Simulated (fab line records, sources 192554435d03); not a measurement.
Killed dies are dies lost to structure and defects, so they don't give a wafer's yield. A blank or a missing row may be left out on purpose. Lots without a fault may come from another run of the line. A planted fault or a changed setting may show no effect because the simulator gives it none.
Which tool did it? | flow n5_finfet | 11 lots, 33 wafers sampled, at 4 steps of a route of 1938

WHAT THE GAUGES READ, wafer by wafer
The record holds no reading of a measuring or inspecting step that can be judged against a usual standard deviation.

WHICH TOOL RAN EACH LOT (tool, then ch and the chambers of the sampled wafers, then the start)
lot  | N5_ZERO_LAYER_PECVD_02         | N5_ZERO_LAYER_DESCUM_16           | N5_WELL_APT_IMPLANT_14         | N5_PMOS_HMC_CHANNEL_EPI_HM_DEP_34
L180 | pecvd-03 ch 1,2, day 1 12:17   | rie_diel-01 ch 0,1,2, day 1 13:00 | implanter-02 ch 0, day 1 14:22 | pecvd-04 ch 1,2, day 1 17:02
L181 | pecvd-04 ch 0,1,2, day 1 18:17 | rie_diel-01 ch 0,1,3, day 1 18:50 | implanter-01 ch 0, day 1 19:55 | pecvd-04 ch 0,1,2, day 1 23:04
L188 | pecvd-02 ch 1,2, day 3 12:17   | rie_diel-01 ch 0,2,3, day 3 12:41 | implanter-02 ch 0, day 3 14:23 | pecvd-04 ch 0,1,2, day 3 17:16
L189 | pecvd-03 ch 0,2, day 3 18:17   | rie_diel-01 ch 0,3, day 3 19:02   | implanter-02 ch 0, day 3 20:14 | pecvd-01 ch 1,2, day 3 23:05
L192 | pecvd-02 ch 0,2, day 4 12:17   | rie_diel-01 ch 2,3, day 4 12:48   | implanter-02 ch 0, day 4 14:35 | pecvd-04 ch 0,1,2, day 4 17:35
L193 | pecvd-04 ch 0,1,2, day 4 18:17 | rie_diel-02 ch 2,3, day 4 18:48   | implanter-01 ch 0, day 4 20:03 | pecvd-04 ch 1,2, day 4 22:50
L194 | pecvd-02 ch 0,1, day 5 00:17   | rie_diel-01 ch 1,2,3, day 5 00:41 | implanter-02 ch 0, day 5 01:52 | pecvd-04 ch 1,2, day 5 04:34
L195 | pecvd-04 ch 0,2, day 5 06:17   | rie_diel-04 ch 0,1,2, day 5 06:49 | implanter-01 ch 0, day 5 08:16 | pecvd-01 ch 0,2, day 5 11:17
L196 | pecvd-03 ch 0,2, day 5 12:17   | rie_diel-02 ch 0,1,2, day 5 13:20 | implanter-02 ch 0, day 5 14:34 | pecvd-01 ch 1,2, day 5 17:28
L200 | pecvd-04 ch 0,1,2, day 6 12:17 | rie_diel-01 ch 1,3, day 6 12:48   | implanter-01 ch 0, day 6 13:54 | pecvd-01 ch 1,2, day 6 16:47
L203 | pecvd-04 ch 0,1,2, day 7 06:17 | rie_diel-02 ch 0,2,3, day 7 07:07 | implanter-01 ch 0, day 7 08:19 | pecvd-04 ch 1,2, day 7 11:01
- N5_ZERO_LAYER_PECVD_02: deposits SiO2 from SiH4/N2O, target thk 10 nm, time 6 s.
- N5_ZERO_LAYER_DESCUM_16: chemistry O2, time 7.9 s.
- N5_WELL_APT_IMPLANT_14
- N5_PMOS_HMC_CHANNEL_EPI_HM_DEP_34: deposits SiO2 from TEOS/O2, target thk 36 nm, time 6.9 s.

WHAT THE TOOLS THEMSELVES READ (means of the sampled wafers that have a number; where no wafer has one, the mark that the record gives instead)
N5_ZERO_LAYER_PECVD_02. Usual: heater_power_w 787 W, standard deviation 91; rf_fwd_power_W 272.1 W, standard deviation 1.6; showerhead_plenum_p_Torr 8.23 Torr, standard deviation 0.086.
lot  | tool     | heater_power_w (W) | rf_fwd_power_W (W) | showerhead_plenum_p_Torr (Torr) | flag
L180 | pecvd-03 | 867                | 271.2              | 8.15                            |
L181 | pecvd-04 | 804                | 271.6              | 8.28                            |
L188 | pecvd-02 | 737                | 272.4              | 8.23                            |
L189 | pecvd-03 | 860                | 272.6              | 8.14                            |
L192 | pecvd-02 | 699                | 271.3              | 8.21                            |
L193 | pecvd-04 | 807                | 271.5              | 8.29                            |
L194 | pecvd-02 | 693                | 272.6              | 8.21                            |
L195 | pecvd-04 | 758                | 272.0              | 8.22                            |
L196 | pecvd-03 | 801                | 272.0              | 8.14                            |
L200 | pecvd-04 | 762                | 272.6              | 8.28                            |
L203 | pecvd-04 | 761                | 271.2              | 8.29                            |

N5_ZERO_LAYER_DESCUM_16. Usual: chamber_pressure_mTorr 20.001 mTorr, standard deviation 0.019; drypump_motor_current_A 5.3 A, standard deviation 0.44; oes_product_au 0.77 a.u., standard deviation 0.051; rf_fwd_power_W 49.44 W, standard deviation 0.24; rf_vpp_V 244.1 V, standard deviation 1.1; showerhead_plenum_p_Torr 2.16 Torr, standard deviation 0.06; throttle_valve_pct 20.38 %, standard deviation 0.22.
lot  | tool        | chamber_pressure_mTorr (mTorr) | drypump_motor_current_A (A) | oes_product_au (a.u.) | rf_fwd_power_W (W) | rf_vpp_V (V) | showerhead_plenum_p_Torr (Torr) | throttle_valve_pct (%) | flag
L180 | rie_diel-01 | 19.999                         | 5.4                         | 0.78                  | 49.50              | 244.0        | 2.16                            | 20.45                  |
L181 | rie_diel-01 | 19.998                         | 5.3                         | 0.78                  | 49.37              | 245.7        | 2.19                            | 20.32                  |
L188 | rie_diel-01 | 19.994                         | 5.0                         | 0.78                  | 49.33              | 244.0        | 2.17                            | 20.33                  |
L189 | rie_diel-01 | 19.995                         | 4.9                         | 0.77                  | 49.28              | 244.9        | 2.19                            | 20.20                  |
L192 | rie_diel-01 | 19.987                         | 4.8                         | 0.78                  | 49.71              | 244.0        | 2.13                            | 20.46                  |
L193 | rie_diel-02 | 19.996                         | 5.0                         | 0.86                  | 49.50              | 245.5        | 2.22                            | 20.57                  |
L194 | rie_diel-01 | 19.990                         | 5.1                         | 0.76                  | 49.39              | 243.9        | 2.15                            | 20.50                  |
L195 | rie_diel-04 | 20.017                         | 5.9                         | 0.71                  | 49.33              | 242.8        | 2.08                            | 20.54                  |
L196 | rie_diel-02 | 20.004                         | 5.0                         | 0.78                  | 49.65              | 244.7        | 2.19                            | 20.50                  |
L200 | rie_diel-01 | 20.010                         | 5.0                         | 0.73                  | 49.46              | 244.0        | 2.17                            | 20.38                  |
L203 | rie_diel-02 | 20.006                         | 5.1                         | 0.79                  | 49.57              | 243.8        | 2.19                            | 20.49                  |

N5_WELL_APT_IMPLANT_14. Usual: dose_ions_cm2 1.5004e+13, standard deviation 1.8e+10; faraday_current_uA 190, standard deviation 4.
lot  | tool         | dose_ions_cm2 | faraday_current_uA | flag
L180 | implanter-02 | 1.5009e+13    | 190                |
L181 | implanter-01 | 1.4984e+13    | 189                |
L188 | implanter-02 | 1.5007e+13    | 192                |
L189 | implanter-02 | 1.4991e+13    | 188                |
L192 | implanter-02 | 1.5010e+13    | 189                |
L193 | implanter-01 | 1.5007e+13    | 189                |
L194 | implanter-02 | 2.8104e+13    | 353                | OFF
L195 | implanter-01 | 1.4998e+13    | 188                |
L196 | implanter-02 | 2.8085e+13    | 356                | OFF
L200 | implanter-01 | 1.5019e+13    | 189                |
L203 | implanter-01 | 1.5008e+13    | 190                |

N5_PMOS_HMC_CHANNEL_EPI_HM_DEP_34. Usual: heater_power_w 525 W, standard deviation 67; rf_fwd_power_W 885 W, standard deviation 6.8; showerhead_plenum_p_Torr 8.36 Torr, standard deviation 0.034; throttle_valve_pct 18.6 %, standard deviation 1.1.
lot  | tool     | heater_power_w (W) | rf_fwd_power_W (W) | showerhead_plenum_p_Torr (Torr) | throttle_valve_pct (%) | flag
L180 | pecvd-04 | 559                | 884                | 8.37                            | 18.7                   |
L181 | pecvd-04 | 565                | 886                | 8.37                            | 18.6                   |
L188 | pecvd-04 | 538                | 886                | 8.38                            | 18.7                   |
L189 | pecvd-01 | 529                | 881                | 8.35                            | 18.3                   |
L192 | pecvd-04 | 533                | 885                | 8.37                            | 18.8                   |
L193 | pecvd-04 | 525                | 885                | 8.40                            | 18.0                   |
L194 | pecvd-04 | 506                | 887                | 8.39                            | 18.3                   |
L195 | pecvd-01 | 592                | 889                | 8.34                            | 17.1                   |
L196 | pecvd-01 | 614                | 885                | 8.37                            | 17.7                   |
L200 | pecvd-01 | 515                | 881                | 8.36                            | 18.3                   |
L203 | pecvd-04 | 491                | 886                | 8.39                            | 18.5                   |

THE ANSWER, worked out from the rows above alone
Rule: a lot is off if the mean of its wafers that have a number lies more than 3 standard deviations from the usual mean. A lot without any number at a reading at which 4 lots or more have one is off too. The other lots that the step has rows for count as sound. The gauges are gone through in route order, then the tools' own readings, and for those a lot's mean is taken as printed above. The first step at which some lot is off is used, and at that step the reading that is off furthest; a lot without a number counts as furthest.
Off: L194, L196, at N5_WELL_APT_IMPLANT_14 (dose_ions_cm2).
A tool fits if, at that step or a process step before it, it ran every lot that is off, and no sound lot after the first of them. One fits: implanter-02 at N5_WELL_APT_IMPLANT_14. Its last sound lot is L192 (day 4 14:35), its first lot that is off L194 (day 5 01:52): a fault that began between those two fits.
The tool's own readings at N5_WELL_APT_IMPLANT_14 bear it out: on the lots that are off they differ by more than 5 times the standard deviation of the sound lots' means. dose_ions_cm2 reads 2.8094e+13 there against 1.5004e+13 on the sound lots; faraday_current_uA reads 354 there against 189 on the sound lots.

WHAT THE SIMULATOR HAD PUT IN
Process parameter drift: implanter-02, from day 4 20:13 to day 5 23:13, at N5_WELL_APT_IMPLANT_14. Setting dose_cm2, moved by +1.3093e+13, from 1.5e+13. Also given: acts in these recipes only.
Lots struck among those shown: L194, L196. The rule above found the same.
